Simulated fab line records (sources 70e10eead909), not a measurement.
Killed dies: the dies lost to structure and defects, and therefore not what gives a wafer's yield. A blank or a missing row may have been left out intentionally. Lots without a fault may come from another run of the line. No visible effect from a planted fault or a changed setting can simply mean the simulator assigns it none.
Which tool did it? | flow nand_harc | 12 lots, 36 wafers sampled, at 6 steps of a route of 1302

WHAT THE GAUGES READ, wafer by wafer
NHARC_P_ZERO_WELL_CD_MEAS_24: the cd target is 720 nm. Usual: cd_nm at 719.9 nm, with a standard deviation of 1.6.
lot  | measured     | on        | cd_nm (nm)        | flag
L574 | day 1 22:34  | cd_sem-01 | 723.3 721.2 722.9 |
L578 | day 3 14:35  | cd_sem-01 | 721.6 721.0 718.8 |
L579 | day 4 00:37  | cd_sem-01 | 669.1 668.7 669.3 | OFF
L580 | day 4 10:23  | cd_sem-02 | 723.1 719.1 722.6 |
L584 | day 6 02:35  | cd_sem-02 | 719.5 719.6 721.4 |
L588 | day 7 18:30  | cd_sem-01 | 719.6 718.8 717.4 |
L589 | day 8 04:28  | cd_sem-03 | 719.1 718.9 721.4 |
L590 | day 8 14:22  | cd_sem-01 | 718.3 718.0 721.1 |
L591 | day 9 00:27  | cd_sem-01 | 719.2 719.7 719.8 |
L592 | day 9 10:41  | cd_sem-01 | 719.9 718.5 723.0 |
L593 | day 9 20:35  | cd_sem-03 | 723.7 722.2 723.3 |
L594 | day 10 06:38 | cd_sem-03 | 722.3 719.7 719.0 |

NHARC_END_SORT_01. Usual: killed_at_array 64, standard deviation 18; killed_at_other 0.8, standard deviation 1.1; killed_at_periphery 3.8, standard deviation 2.7; killed_dies 68, standard deviation 18; killed_open 3.3, standard deviation 1.9; killed_short 2.3, standard deviation 1.8.
lot  | measured     | on        | killed_at_array | killed_at_other | killed_at_periphery | killed_dies | killed_open | killed_short | flag
L579 | day 26 16:34 | prober-02 | 56 65           | 0 3             | 5 2                 | 61 70       | 4 1         | 3 2          |
L590 | day 31 15:59 | prober-01 | 67 78 72        | 1 1 3           | 2 0 3               | 70 79 78    | 5 2 3       | 0 1 4        |
L593 | day 33 11:49 | prober-01 | 51 65 63        | 4 4 0           | 4 6 4               | 59 75 67    | 4 4 4       | 3 5 1        |

WHAT TOOL EACH LOT RAN ON (gives the tool, then ch and the chambers of the sampled wafers, and finally the start)
lot  | NHARC_P_ZERO_WELL_EXPOSE_21       | NHARC_P_ZERO_WELL_DESCUM_54        | NHARC_P_ZERO_WELL_RTA_42         | NHARC_P_GATE_DEP_103
L574 | krf_scanner-02 ch 0, day 1 22:25  | rie_diel-11 ch 0,1,2, day 2 02:26  | rtp_anneal-01 ch 0, day 2 03:25  | pecvd-01 ch 0,1, day 5 09:05
L578 | krf_scanner-02 ch 0, day 3 14:25  | rie_diel-11 ch 0,1,2, day 3 18:02  | rtp_anneal-01 ch 0, day 3 19:00  | pecvd-04 ch 0,2, day 6 17:27
L579 | krf_scanner-01 ch 0, day 4 00:28  | rie_diel-02 ch 0,2,3, day 4 04:04  | rtp_anneal-02 ch 0, day 4 05:10  | pecvd-01 ch 0,1, day 7 17:42
L580 | krf_scanner-01 ch 0, day 4 10:14  | rie_diel-03 ch 1,2, day 4 14:21    | rtp_anneal-02 ch 0, day 4 15:34  | pecvd-01 ch 0,1,2, day 8 05:32
L584 | krf_scanner-02 ch 0, day 6 02:26  | rie_diel-11 ch 0,1,2, day 6 05:56  | rtp_anneal-01 ch 0, day 6 06:59  | pecvd-01 ch 0,1, day 9 03:46
L588 | krf_scanner-02 ch 0, day 7 18:21  | rie_diel-11 ch 0,1,2, day 7 21:49  | rtp_anneal-02 ch 0, day 7 23:07  | pecvd-03 ch 0,1,2, day 11 06:31
L589 | krf_scanner-02 ch 0, day 8 04:19  | rie_diel-03 ch 0,1,3, day 8 08:02  | rtp_anneal-02 ch 0, day 8 09:13  | pecvd-01 ch 0,1, day 11 11:18
L590 | krf_scanner-02 ch 0, day 8 14:13  | rie_diel-03 ch 0,2,3, day 8 17:33  | rtp_anneal-01 ch 0, day 8 18:31  | pecvd-01 ch 0,1, day 11 23:49
L591 | krf_scanner-04 ch 0, day 9 00:18  | rie_diel-11 ch 0,1,2, day 9 03:56  | rtp_anneal-01 ch 0, day 9 04:54  | pecvd-04 ch 0,1,2, day 12 00:23
L592 | krf_scanner-01 ch 0, day 9 10:32  | rie_diel-03 ch 0,1,3, day 9 14:01  | rtp_anneal-01 ch 0, day 9 14:58  | pecvd-03 ch 0,1,2, day 12 12:25
L593 | krf_scanner-04 ch 0, day 9 20:26  | rie_diel-02 ch 0,1,2, day 9 23:54  | rtp_anneal-02 ch 0, day 10 01:06 | pecvd-01 ch 0,2, day 13 05:04
L594 | krf_scanner-01 ch 0, day 10 06:29 | rie_diel-02 ch 0,1,2, day 10 12:38 | rtp_anneal-01 ch 0, day 10 13:43 | pecvd-04 ch 0,2, day 13 09:26
- NHARC_P_ZERO_WELL_EXPOSE_21: exposes mask P NWELL, target cd 720 nm.
- NHARC_P_ZERO_WELL_DESCUM_54: chemistry O2, time 3 s.
- NHARC_P_ZERO_WELL_RTA_42: time 300 s.
- NHARC_P_GATE_DEP_103: deposits SiON, target thk 30 nm.

AS READ BY THE TOOLS THEMSELVES (means over the sampled wafers that have a number; for cases with no such wafer, the mark the record gives instead)
NHARC_P_ZERO_WELL_DESCUM_54. Usual: drypump_motor_current_A 5.6 A, standard deviation 0.42; mfc_ar_sccm 0.008 sccm, standard deviation 0.011; oes_product_au 1.000 a.u., standard deviation 0.0085; rf_vpp_V 57.7 V, standard deviation 0.79; showerhead_plenum_p_Torr 1.89 Torr, standard deviation 0.064; throttle_valve_pct 11.311 %, standard deviation 0.0086.
lot  | tool        | drypump_motor_current_A (A) | mfc_ar_sccm (sccm) | oes_product_au (a.u.) | rf_vpp_V (V) | showerhead_plenum_p_Torr (Torr) | throttle_valve_pct (%) | flag
L574 | rie_diel-11 | 5.7                         | 0.015              | 1.002                 | 57.9         | 1.86                            | 11.312                 |
L578 | rie_diel-11 | 5.7                         | 0.015              | 1.004                 | 56.7         | 1.86                            | 11.314                 |
L579 | rie_diel-02 | 5.2                         | 0.000              | 1.002                 | 58.0         | 1.93                            | 11.317                 |
L580 | rie_diel-03 | 5.7                         | 0.000              | 0.992                 | 57.9         | 1.84                            | 11.302                 |
L584 | rie_diel-11 | 5.7                         | 0.015              | 0.996                 | 57.2         | 1.86                            | 11.312                 |
L588 | rie_diel-11 | 5.7                         | 0.015              | 1.010                 | 57.2         | 1.85                            | 11.319                 |
L589 | rie_diel-03 | 5.7                         | 0.005              | 1.000                 | 58.1         | 1.87                            | 11.317                 |
L590 | rie_diel-03 | 5.5                         | 0.005              | 1.006                 | 57.4         | 1.92                            | 11.310                 |
L591 | rie_diel-11 | 5.7                         | 0.015              | 1.002                 | 57.8         | 1.85                            | 11.306                 |
L592 | rie_diel-03 | 5.6                         | 0.005              | 1.003                 | 57.5         | 1.87                            | 11.312                 |
L593 | rie_diel-02 | 5.4                         | 0.008              | 0.993                 | 57.1         | 1.88                            | 11.318                 |
L594 | rie_diel-02 | 5.5                         | 0.008              | 0.998                 | 58.9         | 1.98                            | 11.313                 |

NHARC_P_ZERO_WELL_RTA_42. Usual: lamp_power_pct 38 %, standard deviation 5.8; lamp_zone_6_pct 38 %, standard deviation 5.8; wafer_temp_C_max 1105.2, standard deviation 1.3.
lot  | tool          | lamp_power_pct (%) | lamp_zone_6_pct (%) | wafer_temp_C_max | flag
L574 | rtp_anneal-01 | 42                 | 42                  | 1105.9           |
L578 | rtp_anneal-01 | 42                 | 42                  | 1105.2           |
L579 | rtp_anneal-02 | 30                 | 30                  | 1103.6           |
L580 | rtp_anneal-02 | 30                 | 30                  | 1105.0           |
L584 | rtp_anneal-01 | 42                 | 42                  | 1105.3           |
L588 | rtp_anneal-02 | 30                 | 30                  | 1103.9           |
L589 | rtp_anneal-02 | 30                 | 30                  | 1103.9           |
L590 | rtp_anneal-01 | 42                 | 42                  | 1105.0           |
L591 | rtp_anneal-01 | 42                 | 42                  | 1105.6           |
L592 | rtp_anneal-01 | 42                 | 42                  | 1106.4           |
L593 | rtp_anneal-02 | 30                 | 30                  | 1104.3           |
L594 | rtp_anneal-01 | 42                 | 42                  | 1105.2           |

NHARC_P_GATE_DEP_103. Usual: heater_power_w 785 W, standard deviation 110; rf_fwd_power_W 348.6 W, standard deviation 1.2.
lot  | tool     | heater_power_w (W) | rf_fwd_power_W (W) | flag
L574 | pecvd-01 | 728                | 349.0              |
L578 | pecvd-04 | 786                | 349.2              |
L579 | pecvd-01 | 862                | 348.7              |
L580 | pecvd-01 | 735                | 348.7              |
L584 | pecvd-01 | 853                | 348.6              |
L588 | pecvd-03 | 798                | 348.1              |
L589 | pecvd-01 | 799                | 349.2              |
L590 | pecvd-01 | 849                | 349.2              |
L591 | pecvd-04 | 730                | 348.6              |
L592 | pecvd-03 | 827                | 348.8              |
L593 | pecvd-01 | 650                | 347.8              |
L594 | pecvd-04 | 799                | 348.4              |

THE ANSWER, worked out from the rows above alone
Rule: lot off if the mean of its wafers having a number is beyond 3 standard deviations from the usual mean. Also off: a lot with no number at a reading for which 4 or more lots have one. Where the step has rows for the other lots, those lots are counted as sound. First the gauges in route order, then the tools' own readings, where a lot's mean is used as printed above. The first step at which some lot is off is used, and at that step the reading that is off furthest; a lot without a number counts as furthest.
Off at NHARC_P_ZERO_WELL_CD_MEAS_24 (cd_nm): L579.
A tool fits if, at a process step before that reading, it ran every lot that is off, and no sound lot after the first of them. The gauges at NHARC_P_ZERO_WELL_CD_MEAS_24 are tried like those tools. Not one of the candidates tried fits.

WHAT WAS PUT IN BY THE SIMULATOR
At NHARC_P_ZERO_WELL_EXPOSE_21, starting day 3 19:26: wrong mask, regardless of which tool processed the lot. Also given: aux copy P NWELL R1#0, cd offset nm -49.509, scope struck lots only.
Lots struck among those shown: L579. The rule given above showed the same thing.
